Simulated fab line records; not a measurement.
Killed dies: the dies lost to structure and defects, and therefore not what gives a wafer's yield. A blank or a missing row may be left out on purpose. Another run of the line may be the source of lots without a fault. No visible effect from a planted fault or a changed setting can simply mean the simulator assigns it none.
A struck lot beside a sound one + flow n5 finfet + 16 out of 1938 route steps
Sound: the wafers L462.1, L462.2, L462.4. Struck: wafer L465.2. (L465.5, L465.6 of the same lot were not struck and are left out.) The cause comes at the end.
For every step that has rows: the tool of each side, followed by ch and its chambers, followed by its first start. Under that, the readings that differ: sound wafers + struck wafers + difference of the means + sigmas: that difference in standard deviations of wafers without a fault.
alike: words and numbers the same on both sides, and readings whose means are apart by under 2 such deviations; not compared: readings that were withheld, readings missing a value for some wafer, numbers with overlapping values and no deviation given by the record, and bounds like >300 which may hide the same value.
The two part at a step that has a row with sigmas, a row that says differs or no value, or rows on one side only. Numbers that don't overlap but have no deviation are shown without sigmas and don't part them. Lack of a reading on every wafer of one side parts them only where that side has two or more wafers.

first, 8 steps without rows for these wafers: N5_FIN_CUT_COAT_19 (time 60 s, resist thk 20 nm); N5_FIN_CUT_COAT_29 (time 60 s, resist thk 10 nm); N5_FIN_CUT_COAT_02 (resist thk 30 nm); N5_FIN_CUT_EBR_04; N5_FIN_CUT_SOFTBAKE_03 (time 60 s); N5_FIN_CUT_EXPOSE_05 (exposes mask FIN CUT); N5_FIN_CUT_PEB_06 (peb time 60 s); N5_FIN_CUT_DEVELOP_07 (develop time 30 s).
N5_FIN_CUT_CD_MEAS_08: the cd target is 29.1 nm.
  sound on cd sem-03 ch 0, day 2 16:30; struck on cd sem-01 ch 0, day 3 09:13
  alike: cd nm
N5_FIN_CUT_OVL_MEAS_09:
  sound on overlay-02 ch 0, day 2 16:32; struck on overlay-02 ch 0, day 3 09:16
  alike: FIN_CUT_OVL
N5_FIN_CUT_INSPECT_10: inspects for defects (brightfield).
  sound: defect inspect-01 at day 2 16:35; struck: defect inspect-01 at day 3 09:19
  alike: raw defect count
N5_FIN_CUT_DESCUM_13: chemistry O2, time 7 s.
  sound on rie diel-03 ch 1,2,3, day 2 17:02; struck on rie diel-03 ch 0, day 3 09:29
| reading                | sound          | struck | difference | sigmas |
|------------------------|----------------|--------|------------|--------|
| oes product au (a.u.)  | 0.74 0.81 0.79 | 0.93   | +0.15      | +2     |
| rf hours counter h (h) | 141 100 126    | 16     | -106       |        |
  alike: drypump motor current A, rf vpp V, showerhead plenum p Torr, throttle valve pct
N5_FIN_CUT_ETCH_30: etches underlayer in N2/H2, target depth 13 nm, time 10.4 s.
  sound on rie diel-03 ch 1,2,3, day 2 17:04; struck on rie diel-03 ch 0, day 3 09:31
| reading                | sound             | struck | difference | sigmas |
|------------------------|-------------------|--------|------------|--------|
| etch rf on time s (s)  | 10.64 10.37 10.52 | 7.10   | -3.41      | -18    |
| oes product au (a.u.)  | 0.63 0.70 0.68    | 0.99   | +0.32      | +5     |
| rf hours counter h (h) | 141 100 126       | 16     | -106       |        |
  alike: drypump motor current A, rf vpp V, showerhead plenum p Torr, throttle valve pct
N5_FIN_CUT_ETCH_20: etches SiARC in CF4, target depth 26 nm, time 43.3 s.
  sound on rie diel-03 ch 1,2,3, day 2 17:05; struck on rie diel-03 ch 0, day 3 09:32
| reading                | sound             | struck | difference | sigmas |
|------------------------|-------------------|--------|------------|--------|
| rf hours counter h (h) | 141 100 126       | 16     | -106       |        |
| rf vpp V (V)           | 185.4 183.5 182.6 | 181.2  | -2.6       | -2     |
  alike: drypump motor current A, etch rf on time s, oes product au, showerhead plenum p Torr, throttle valve pct
-- record jumps: 7 days separate the struck wafers' starts on either side; left off in module FIN_CUT, taken up again in module BEOL_M4, whose first shown step is the route's number 1111 --
N5_BEOL_M4_RC_MEAS_101:
  sound on prober-01 ch 0, day 8 23:11; struck on prober-02 ch 0, day 10 02:10
  alike: DIBL_N, DIBL_P, IOFF_N, IOFF_P, ION_N, ION_P, SS_N, SS_P, VT_N, VT_P
-- a jump in the record: the struck wafers' starts before and after are 4 days apart (it breaks off in module BEOL_M4 and resumes in module PASSIVATION, where the first step shown is number 1936 of the route) --
N5_PASSIVATION_PROBE_49:
  record: rows for the struck wafers here (prober-01, day 14 13:48), none for the sound ones

## WHERE THEY PART
Earliest at N5_FIN_CUT_DESCUM_13; latest, in this record, at N5_PASSIVATION_PROBE_49.

WHY: what had been put in by the simulator
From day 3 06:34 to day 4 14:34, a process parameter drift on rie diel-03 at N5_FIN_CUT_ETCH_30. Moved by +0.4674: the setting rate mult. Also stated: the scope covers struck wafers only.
